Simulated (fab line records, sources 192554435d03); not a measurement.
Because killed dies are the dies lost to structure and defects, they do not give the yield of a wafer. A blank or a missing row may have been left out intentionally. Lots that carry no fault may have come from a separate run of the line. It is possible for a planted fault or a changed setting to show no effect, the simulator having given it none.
Chamber matching    flow n5-finfet    N5_BEOL_M8_DEP_56 on pecvd-04 has 3 sister chambers
The step deposits SiCN from 3MS/NH3, target thk 10 nm, time 17.5 s. 3 wafers are shown with their chamber, then 7 later ones without.

WAFERS WITH THEIR CHAMBER
wafer   chamber  throttle-valve-pct (%)
L776.2  1        9.3
L781.1  0        9.0
L781.5  2        8.9

WAFERS WHOSE CHAMBER IS MISSING
wafer   throttle-valve-pct (%)
L781.6  9.1
L784.2  8.9
L784.4  9.0
L784.5  9.3
L783.1  8.9
L783.2  8.9
L783.4  9.1

EACH ONE'S CHAMBER
wafer    from the rows above            in truth
L781.6   can't be placed: 0 or 2 or 1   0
L784.2   can't be placed: 2 or 0        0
L784.4   can't be placed: 0 or 2        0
L784.5   1                              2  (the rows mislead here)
L783.1   can't be placed: 2 or 0        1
L783.2   can't be placed: 2 or 0        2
L783.4   can't be placed: 0 or 2 or 1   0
Correctly placed: 0 of 7. These rows do not allow placing 6 (true chamber among the candidates in 5). Placed wrongly: 1.
How it was worked out, from the rows above alone: a wafer's distance from a chamber is the root of the sum, over the readings, of the square of ((its reading less the chamber's mean) divided by the reading's scatter). The wafer belongs to the nearest chamber; if the next one is less than 2 further off, it can't be placed. The mean given for a chamber averages the wafers shown for that chamber. The scatter: with one shown wafer a chamber, the root of the mean of the squares of how far each hidden wafer lies from its nearest shown one.
